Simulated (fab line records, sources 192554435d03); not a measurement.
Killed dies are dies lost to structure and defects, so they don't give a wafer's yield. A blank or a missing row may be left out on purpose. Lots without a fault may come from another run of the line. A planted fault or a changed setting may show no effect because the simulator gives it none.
Chamber matching | flow n5_finfet | N5_BEOL_M10_STRIP_67 on rie_diel-01: 4 sister chambers
The step strips in CF4. 8 wafers are shown with their chamber, then 9 later ones without.

WAFERS WITH THEIR CHAMBER
wafer  | chamber | throttle_valve_pct (%) | oes_product_au (a.u.)
L085.2 | 0       | 14.13                  | 0.68
L085.4 | 0       | 14.12                  | 0.68
L087.1 | 2       | 13.47                  | 0.90
L087.2 | 1       | 13.79                  | 0.82
L087.3 | 3       | 13.34                  | 0.95
L089.2 | 1       | 13.81                  | 0.83
L089.3 | 3       | 13.33                  | 0.94
L089.6 | 2       | 13.48                  | 0.89

WAFERS WITHOUT THEIR CHAMBER
wafer  | throttle_valve_pct (%) | oes_product_au (a.u.)
L092.1 | 13.48                  | 0.90
L092.3 | 13.34                  | 0.93
L092.6 | 13.34                  | 0.93
L095.1 | 13.60                  | 0.95
L095.4 | 13.58                  | 0.96
L095.5 | 13.85                  | 0.81
L097.2 | 13.53                  | 0.86
L097.3 | 13.58                  | 0.93
L097.6 | 13.59                  | 0.94

WHICH CHAMBER EACH WENT THROUGH
wafer  | from the rows above | in truth
L092.1 | 2                   | 2
L092.3 | 3                   | 3
L092.6 | 3                   | 3
L095.1 | 2                   | 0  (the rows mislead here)
L095.4 | 2                   | 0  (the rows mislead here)
L095.5 | 1                   | 1
L097.2 | 2                   | 2
L097.3 | 2                   | 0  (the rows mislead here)
L097.6 | 2                   | 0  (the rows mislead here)
Placed correctly: 5 of 9. Can't be placed from these rows: 0. Placed wrongly: 4.
How it was worked out, from the rows above alone: a wafer's distance from a chamber is the root of the sum, over the readings, of the square of ((its reading less the chamber's mean) divided by the reading's scatter). The wafer belongs to the nearest chamber; if the next one is less than 2 further off, it can't be placed. A chamber's mean is the mean of its shown wafers. The scatter: the root of (the sum of the squares of (reading less its chamber's mean) over the shown wafers, divided by (wafers less chambers)).
